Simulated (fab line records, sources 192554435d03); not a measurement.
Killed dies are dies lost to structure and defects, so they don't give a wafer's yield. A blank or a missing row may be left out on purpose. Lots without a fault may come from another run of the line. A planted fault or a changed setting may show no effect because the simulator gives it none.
Chamber matching | flow n5_finfet | N5_BEOL_M10_ETCH_61 on rie_diel-05: 4 sister chambers
The step etches SiARC in CF4, target depth 39 nm, time 65 s. 4 wafers are shown with their chamber, then 8 later ones without.

WAFERS WITH THEIR CHAMBER
wafer  | chamber | showerhead_plenum_p_Torr (Torr)
L087.4 | 2       | 1.96
L083.1 | 3       | 2.24
L083.5 | 1       | 2.17
L086.2 | 0       | 2.08

WAFERS WITHOUT THEIR CHAMBER
wafer  | showerhead_plenum_p_Torr (Torr)
L086.5 | 2.16
L086.6 | 1.96
L091.2 | 1.95
L091.3 | 2.16
L091.6 | 2.08
L095.1 | 2.16
L095.4 | 1.95
L095.5 | 2.24

WHICH CHAMBER EACH WENT THROUGH
wafer  | from the rows above | in truth
L086.5 | 1                   | 1
L086.6 | 2                   | 2
L091.2 | 2                   | 2
L091.3 | 1                   | 1
L091.6 | 0                   | 0
L095.1 | 1                   | 1
L095.4 | 2                   | 2
L095.5 | 3                   | 3
Placed correctly: 8 of 8. Can't be placed from these rows: 0. Placed wrongly: 0.
How it was worked out, from the rows above alone: a wafer's distance from a chamber is the root of the sum, over the readings, of the square of ((its reading less the chamber's mean) divided by the reading's scatter). The wafer belongs to the nearest chamber; if the next one is less than 2 further off, it can't be placed. A chamber's mean is the mean of its shown wafers. The scatter: with one shown wafer a chamber, the root of the mean of the squares of how far each hidden wafer lies from its nearest shown one.
